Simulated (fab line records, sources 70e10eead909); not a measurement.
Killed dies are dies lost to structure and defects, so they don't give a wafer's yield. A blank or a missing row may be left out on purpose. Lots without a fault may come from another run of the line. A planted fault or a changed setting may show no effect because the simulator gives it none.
Chamber matching | flow nand_harc | NHARC_P_CONTACT_ETCH_18 on rie_diel-04: 4 sister chambers
The step etches the open film in C4F8/O2/Ar, target depth 481 nm, time 240.5 s. 8 wafers are shown with their chamber, then 8 later ones without.

WAFERS WITH THEIR CHAMBER
wafer  | chamber | rf_vpp_V (V) | oes_product_au (a.u.)
L729.4 | 2       | 974          | 0.949
L738.2 | 2       | 976          | 0.960
L738.5 | 0       | 971          | 0.981
L741.4 | 0       | 972          | 0.975
L741.6 | 1       | 974          | 0.963
L742.1 | 1       | 974          | 0.940
L742.5 | 3       | 989          | 0.941
L743.1 | 3       | 988          | 0.974

WAFERS WITHOUT THEIR CHAMBER
wafer  | rf_vpp_V (V) | oes_product_au (a.u.)
L743.2 | 972          | 0.971
L743.3 | 977          | 0.981
L745.1 | 987          | 0.975
L745.2 | 976          | 0.957
L745.4 | 972          | 0.988
L747.3 | 988          | 0.973
L747.4 | 973          | 0.985
L747.6 | 987          | 0.971

WHICH CHAMBER EACH WENT THROUGH
wafer  | from the rows above          | in truth
L743.2 | can't be placed: 0 or 1      | 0
L743.3 | can't be placed: 2 or 1      | 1
L745.1 | 3                            | 3
L745.2 | can't be placed: 2 or 1      | 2
L745.4 | 0                            | 0
L747.3 | 3                            | 3
L747.4 | can't be placed: 0 or 1 or 2 | 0
L747.6 | 3                            | 3
Placed correctly: 4 of 8. Can't be placed from these rows: 4 (the true chamber is among the candidates in 4). Placed wrongly: 0.
How it was worked out, from the rows above alone: a wafer's distance from a chamber is the root of the sum, over the readings, of the square of ((its reading less the chamber's mean) divided by the reading's scatter). The wafer belongs to the nearest chamber; if the next one is less than 2 further off, it can't be placed. A chamber's mean is the mean of its shown wafers. The scatter: the root of (the sum of the squares of (reading less its chamber's mean) over the shown wafers, divided by (wafers less chambers)).
